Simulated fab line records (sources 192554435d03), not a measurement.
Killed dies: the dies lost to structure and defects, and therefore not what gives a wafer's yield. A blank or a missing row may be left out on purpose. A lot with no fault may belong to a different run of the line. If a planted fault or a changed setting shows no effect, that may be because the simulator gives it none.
Code-filled problem report in 8D (eight disciplines) form -- flow n5Finfet -- the parts of the form that need people (team, actions taken, sign-off) are left out

== 1. THE ISSUE ==
Across 6 wafers from 2 lots, M4_THK at N5_BEOL_M4_THK_MEAS_53 averages 300.9 nm, while fault-free wafers read 39.0 nm with a standard deviation of 1.9. So: +99 or more standard deviations from the usual mean.
The step: measures by xrf.
First observed at day 13 18:20: wafer L689.3, on filmMetro-02. The record holds 26 wafers of 9 lots with a number at this step. By rule, "out" or "out of limits" means more than 4 standard deviations away from the usual mean. All remaining wafers that have a number are taken as sound.

== 2. WHAT IT IS, AND WHAT IT ISN'T ==
question,is,is not
which readings at this step,M4_THK,-
which lots,"L689, L690","L670, L672, L675, L678, L680, L691, L692"
which wafers of those lots,all that have a number,-
read on which gauges,filmMetro-02,filmMetro-01
when,from day 13 18:20,"up to then (15 sound wafers); but 5 sound wafers of L691, L692 came after"

== 3. THE SUSPECTS, EACH WITH WHAT RULES IT OUT ==
Counting: a tool at any process step up to the reading remains a suspect when it ran all the lots that are out and ran no sound lot after the first of those.
- ruled out: the gauge at N5_BEOL_M4_THK_MEAS_53. All the wafers that are out were read on filmMetro-02, but those of them that N5_BEOL_M4_INSPECT_59 has rows for are out there too, on other tools.
- pvdSputter-01 at N5_BEOL_M4_ANNEAL_87 (time 240 s): kept. All lots that are out passed through it, beginning with L689 at day 13 16:31, and no sound lot followed; its final sound lot before that point was L680 at day 11 09:26.
- pvdSputter-01 at N5_BEOL_M4_SPUTTER_92 (material Cu, target thk 4.5 nm, time 8.29 s): kept. All lots that are out passed through it, beginning with L689 at day 13 17:05, and no sound lot followed; its final sound lot before that point was L680 at day 11 10:01.
- cmp-03 at N5_BEOL_M4_CMP_52 (polishes, stops on SiOC, t overpolish 6.8 s, target thk 40 nm): kept. All lots that are out passed through it, beginning with L689 at day 13 18:02, and no sound lot followed; its final sound lot before that point was L680 at day 11 11:19.
Left after counting: pvdSputter-01 at N5_BEOL_M4_ANNEAL_87, pvdSputter-01 at N5_BEOL_M4_SPUTTER_92, cmp-03 at N5_BEOL_M4_CMP_52.

== 4. THE CAUSE (what the simulator had put in) ==
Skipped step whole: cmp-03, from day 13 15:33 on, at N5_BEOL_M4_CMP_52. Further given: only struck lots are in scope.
3 suspects survive the count, and this tool is in that group.

== 5. SEQUENCE OF EFFECTS, ordered by route ==
Each row: a reading where the mean over the struck wafers with a number is more than 3 standard deviations away from the usual. Only readings for which the record gives a usual standard deviation are gone through. hours: the time from each lot's start at the first step in this table that gives one to its start at this step, as a median over the lots. sigmas: the change in usual standard deviations.
hours,step,reading,usual,on struck wafers,change,sigmas
0,N5_BEOL_M4_THK_MEAS_53,M4_THK,39.0 nm,300.9,+261.9,+99 or more
0,N5_BEOL_M4_RS_MEAS_58,M4_RS,0.69 ohm/sq,0.06,-0.63,-15
0,N5_BEOL_M4_INSPECT_59,rawDefectCount,72,5080,+5008,+99 or more
107,N5_PASSIVATION_PROBE_49,defectLimitedYield,91.7 %,0.0,-91.7,-66
107,N5_PASSIVATION_PROBE_49,killed_at_M4_up,13,1091,+1078,+99 or more
107,N5_PASSIVATION_PROBE_49,killedDies,98,1180,+1082,+68
107,N5_PASSIVATION_PROBE_49,killedOnRim,13,152,+139,+33
107,N5_PASSIVATION_PROBE_49,sortNPass,1080,0,-1080,-47
Here are the process steps it includes:
- N5_PASSIVATION_PROBE_49
Readings that are blank on the struck wafers while sound wafers have them: barrierFieldEndpointS at N5_BEOL_M4_CMP_52; clearingPlatenDownForcePsi at N5_BEOL_M4_CMP_52; motorCurrentA at N5_BEOL_M4_CMP_52; overpolishRunS at N5_BEOL_M4_CMP_52; padLifeWafers at N5_BEOL_M4_CMP_52; platenRpm at N5_BEOL_M4_CMP_52; timeToEndpointS at N5_BEOL_M4_CMP_52.

== 6. WHAT WOULD HAVE CAUGHT IT SOONER ==
In this record the first reading out of limits at a measuring or inspecting step was taken at day 13 18:20, 3 hours after the fault began at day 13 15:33.
At N5_BEOL_M4_CMP_52 the tool's readings are blank on the struck wafers, where sound wafers have them: an empty tool record is the first sign, and it was there at once.
Among the 2 lots that are out, L690 began N5_BEOL_M4_CMP_52 on cmp-03 after day 13 18:20. It would have been spared by a hold on the tool at that moment.
